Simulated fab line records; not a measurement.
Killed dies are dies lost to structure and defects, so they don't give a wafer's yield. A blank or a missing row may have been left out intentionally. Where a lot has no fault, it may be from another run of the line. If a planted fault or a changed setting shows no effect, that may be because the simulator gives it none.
Chamber matching    flow n5Finfet    4 sister chambers for N5_DUMMY_GATE_ETCH_42 on rieDiel-03
The step etches SiO2 in CHF3/O2, target depth 3.5 nm, time 31 s. 24 wafers are shown with their chamber, then 12 later ones without.

EACH WAFER AND ITS CHAMBER
wafer   chamber  showerheadPlenumPTorr (Torr)  drypumpMotorCurrentA (A)  throttleValvePct (%)
L074.1  3        2.36                          4.8                       18.90
L074.2  2        2.55                          5.4                       18.97
L074.6  1        2.47                          5.9                       18.63
L076.1  1        2.47                          5.9                       18.62
L076.2  2        2.54                          5.4                       18.99
L076.4  3        2.36                          4.7                       18.90
L077.2  0        2.30                          5.2                       19.03
L077.5  2        2.54                          5.4                       18.95
L077.6  1        2.47                          5.9                       18.63
L078.3  1        2.47                          6.0                       18.63
L078.5  2        2.54                          5.4                       18.97
L078.6  1        2.47                          6.0                       18.63
L080.3  3        2.36                          4.7                       18.92
L080.5  3        2.36                          4.7                       18.91
L080.6  2        2.54                          5.4                       18.99
L082.1  2        2.54                          5.4                       18.99
L082.4  3        2.36                          4.7                       18.90
L082.5  0        2.30                          5.2                       19.05
L086.1  1        2.46                          5.9                       18.66
L086.2  3        2.36                          4.7                       18.92
L086.3  2        2.54                          5.4                       19.01
L087.1  3        2.35                          4.7                       18.92
L087.3  0        2.29                          5.2                       19.05
L087.5  0        2.29                          5.3                       19.06

SIGNATURES (averages over the wafers above)
reading                chamber 0  chamber 1  chamber 2  chamber 3  scatter within a chamber
showerheadPlenumPTorr  2.2950     2.4683     2.5414     2.3586     0.00421
drypumpMotorCurrentA   5.225      5.933      5.400      4.714      0.0383
throttleValvePct       19.0475    18.6333    18.9814    18.9100    0.0147
Rule: a wafer lies at a distance from a chamber equal to the root of the sum of squares, over the readings, of (its reading less the chamber's mean, divided by the reading's scatter). If the next closest chamber is less than 2 further off than the closest, the wafer can't be placed; otherwise it belongs to the closest. The scatter: take each reading less its chamber's mean, square it, sum over the shown wafers, divide by the number of wafers less the number of chambers, and take the root.

WAFERS MISSING THEIR CHAMBER
wafer   showerheadPlenumPTorr (Torr)  drypumpMotorCurrentA (A)  throttleValvePct (%)
L091.2  2.35                          4.7                       18.92
L091.4  2.29                          5.2                       19.06
L091.5  2.35                          4.8                       18.93
L092.2  2.46                          5.9                       18.68
L092.3  2.29                          5.3                       19.05
L092.5  2.35                          4.7                       18.94
L094.2  2.29                          5.2                       19.08
L094.3  2.35                          4.8                       18.93
L094.5  2.29                          5.2                       19.07
L096.3  2.29                          5.2                       19.08
L096.4  2.45                          5.9                       18.68
L096.5  2.45                          5.9                       18.69

CHAMBER TAKEN BY EACH
wafer   from the rows above  in truth
L091.2  3                    3
L091.4  0                    0
L091.5  3                    3
L092.2  1                    1
L092.3  0                    0
L092.5  3                    3
L094.2  0                    0
L094.3  3                    3
L094.5  0                    0
L096.3  0                    0
L096.4  1                    1
L096.5  1                    1
Placed correctly: 12 of 12. Not placeable from these rows: 0. 0 placed wrongly.
